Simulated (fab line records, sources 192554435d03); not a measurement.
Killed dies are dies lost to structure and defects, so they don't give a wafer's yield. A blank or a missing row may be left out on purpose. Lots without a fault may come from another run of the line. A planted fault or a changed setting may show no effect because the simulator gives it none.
Split-lot experiment | flow n5_finfet | 7 lots, 21 wafers read, on a route of 1938 steps

THE SPLIT
At N5_MOL_CONTACT_COAG_ALD_133 (deposits SiO2, target thk 5 nm, pulse time 1 s, co reactant pulse time 1 s), the setting ald_cycles was moved away from the recipe's 35 on 9 of the 21 wafers read, by -11.4% to +14.3%. The other wafers ran this setting at the recipe's value.

The reading is taken at the split's own step.

THE READING
SiO2_of_MOL_CONTACT_COAG_ALD_133.thk_nm (the simulator's own value, which no gauge read), in nm, at N5_MOL_CONTACT_COAG_ALD_133 (deposits SiO2, target thk 5 nm, pulse time 1 s, co reactant pulse time 1 s). The file gives no usual value for it.

wafer  | tool, chamber at the split | ald_cycles as run | against the recipe | SiO2_of_MOL_CONTACT_COAG_ALD_133.thk_nm, nm | against lot-mates on the recipe
L075.2 | ald_sin-03, 2,1            | 35                | recipe             | 5                                           | -
L075.5 | ald_sin-03, 2,1            | 35                | recipe             | 5                                           | -
L075.3 | ald_sin-03, 0              | 39                | +11.4%             | 5.6                                         | +0.6
L077.1 | ald_sin-04, 1,3            | 37                | +5.7%              | 5.2                                         | +0.2
L077.2 | ald_sin-04, 1,3            | 37                | +5.7%              | 5.2                                         | +0.2
L077.3 | ald_sin-04, 0              | 35                | recipe             | 5                                           | -
L081.3 | ald_sin-03, 1              | 40                | +14.3%             | 5.6                                         | +0.6
L081.5 | ald_sin-03, 1              | 35                | recipe             | 5                                           | -
L081.6 | ald_sin-03, 0              | 40                | +14.3%             | 5.8                                         | +0.8
L085.1 | ald_sin-03, 1,0            | 31                | -11.4%             | 4.4                                         | -0.6
L085.3 | ald_sin-03, 1,0            | 31                | -11.4%             | 4.4                                         | -0.6
L085.4 | ald_sin-03, 2              | 35                | recipe             | 5                                           | -
L090.2 | ald_sin-04, 0,3,0          | 35                | recipe             | 5                                           | -
L090.4 | ald_sin-04, 0,3,0          | 35                | recipe             | 5                                           | -
L090.6 | ald_sin-04, 0,3,0          | 35                | recipe             | 5                                           | -
L092.1 | ald_sin-03, 0              | 33                | -5.7%              | 4.6                                         | -0.4
L092.4 | ald_sin-03, 3              | 35                | recipe             | 5                                           | -
L092.6 | ald_sin-03, 3              | 35                | recipe             | 5                                           | -
L097.1 | ald_sin-04, 2,1            | 35                | recipe             | 5                                           | -
L097.3 | ald_sin-04, 2,1            | 35                | recipe             | 5                                           | -
L097.2 | ald_sin-04, 0              | 37                | +5.7%              | 5.2                                         | +0.2
Where a row lists several chambers, the file gives one row for several wafers and doesn't say which wafer went through which chamber.

THE FIT
A straight line over all 21 wafers: SiO2_of_MOL_CONTACT_COAG_ALD_133.thk_nm changes by +0.0504 nm for each +1% of ald_cycles; r = +0.99; the points scatter about the line by 0.051 nm.
The same after taking each lot's own level away (the mean of its wafers on the recipe; 21 wafers): +0.0504 nm for each +1%; r = +0.99; scatter 0.051 nm.
On that fit, the largest move of ald_cycles shifts the reading by 0.72 nm.
The lots' own levels span 5.00 to 5.00 nm.
So the lot-to-lot level changes the slope little: the two slopes agree.
Check: with one of the wafers moved furthest among these (+14.3%) left out of the fit, the line predicts +0.729 nm for it against its lot-mates. It came out at +0.6 nm against them.

OTHER SPLITS ON THESE WAFERS
These wafers also went through other splits before the reading. Each is held against what the fit with the lots' levels taken away leaves over:
other split on the same wafers        | wafers away from the commonest value | r with SiO2_of_MOL_CONTACT_COAG_ALD_133.thk_nm (lot level and that fit taken away)
N5_GATE_CUT_DESCUM_18 time_s          | 6                                    | +0.15
N5_MOL_CONTACT_COAG_EXPOSE_37 dose_mj | 9                                    | +0.13

THE FILE'S OWN FIT
SiO2_of_MOL_CONTACT_COAG_ALD_133.thk_nm changes by +0.0502 nm for each +1% of ald_cycles, r = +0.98.
